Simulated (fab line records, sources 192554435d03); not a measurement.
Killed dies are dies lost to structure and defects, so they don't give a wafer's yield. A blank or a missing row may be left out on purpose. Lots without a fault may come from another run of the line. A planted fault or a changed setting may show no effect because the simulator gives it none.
Chamber matching | flow n5_finfet | N5_FIN_SAQP_HM_DEP_72 on pecvd-03: 3 sister chambers
The step deposits SiO2 from SiH4/N2O, target thk 12 nm, time 7.2 s. 27 wafers are shown with their chamber, then 12 later ones without.

WAFERS WITH THEIR CHAMBER
wafer  | chamber | showerhead_plenum_p_Torr (Torr) | heater_power_w (W)
L077.2 | 1       | 8.17                            | 923
L077.3 | 0       | 8.07                            | 643
L077.5 | 1       | 8.15                            | 917
L079.1 | 0       | 8.06                            | 746
L079.3 | 1       | 8.15                            | 931
L079.4 | 0       | 8.07                            | 732
L080.3 | 0       | 8.05                            | 739
L080.4 | 0       | 8.07                            | 756
L080.5 | 2       | 8.22                            | 904
L084.4 | 1       | 8.17                            | 868
L084.5 | 0       | 8.06                            | 734
L084.6 | 2       | 8.20                            | 894
L085.1 | 2       | 8.22                            | 796
L085.2 | 0       | 8.07                            | 651
L085.6 | 2       | 8.22                            | 788
L086.2 | 0       | 8.05                            | 755
L086.3 | 1       | 8.17                            | 859
L086.4 | 2       | 8.21                            | 882
L087.2 | 2       | 8.21                            | 856
L087.3 | 0       | 8.07                            | 653
L087.4 | 0       | 8.05                            | 658
L089.2 | 1       | 8.19                            | 924
L089.4 | 2       | 8.22                            | 893
L089.5 | 0       | 8.05                            | 704
L090.1 | 0       | 8.05                            | 638
L090.2 | 1       | 8.18                            | 819
L090.4 | 1       | 8.16                            | 828

SIGNATURES (means of the wafers above)
reading                  | chamber 0 | chamber 1 | chamber 2 | scatter within a chamber
showerhead_plenum_p_Torr | 8.0600    | 8.1675    | 8.2143    | 0.0106
heater_power_w           | 700.75    | 883.62    | 859.00    | 47.5
Rule: a wafer's distance from a chamber is the root of the sum, over the readings, of the square of ((its reading less the chamber's mean) divided by the reading's scatter). The wafer belongs to the nearest chamber; if the next one is less than 2 further off, it can't be placed. The scatter: the root of (the sum of the squares of (reading less its chamber's mean) over the shown wafers, divided by (wafers less chambers)).

WAFERS WITHOUT THEIR CHAMBER
wafer  | showerhead_plenum_p_Torr (Torr) | heater_power_w (W)
L091.2 | 8.18                            | 905
L091.4 | 8.05                            | 646
L091.5 | 8.18                            | 903
L092.1 | 8.05                            | 666
L092.2 | 8.20                            | 949
L092.3 | 8.20                            | 927
L094.2 | 8.05                            | 728
L094.3 | 8.17                            | 828
L094.4 | 8.05                            | 736
L097.2 | 8.16                            | 879
L097.4 | 8.05                            | 639
L097.6 | 8.21                            | 781

WHICH CHAMBER EACH WENT THROUGH
wafer  | from the rows above     | in truth
L091.2 | 1                       | 1
L091.4 | 0                       | 0
L091.5 | 1                       | 1
L092.1 | 0                       | 0
L092.2 | can't be placed: 2 or 1 | 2
L092.3 | can't be placed: 2 or 1 | 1
L094.2 | 0                       | 0
L094.3 | 1                       | 1
L094.4 | 0                       | 0
L097.2 | 1                       | 1
L097.4 | 0                       | 0
L097.6 | 2                       | 2
Placed correctly: 10 of 12. Can't be placed from these rows: 2 (the true chamber is among the candidates in 2). Placed wrongly: 0.
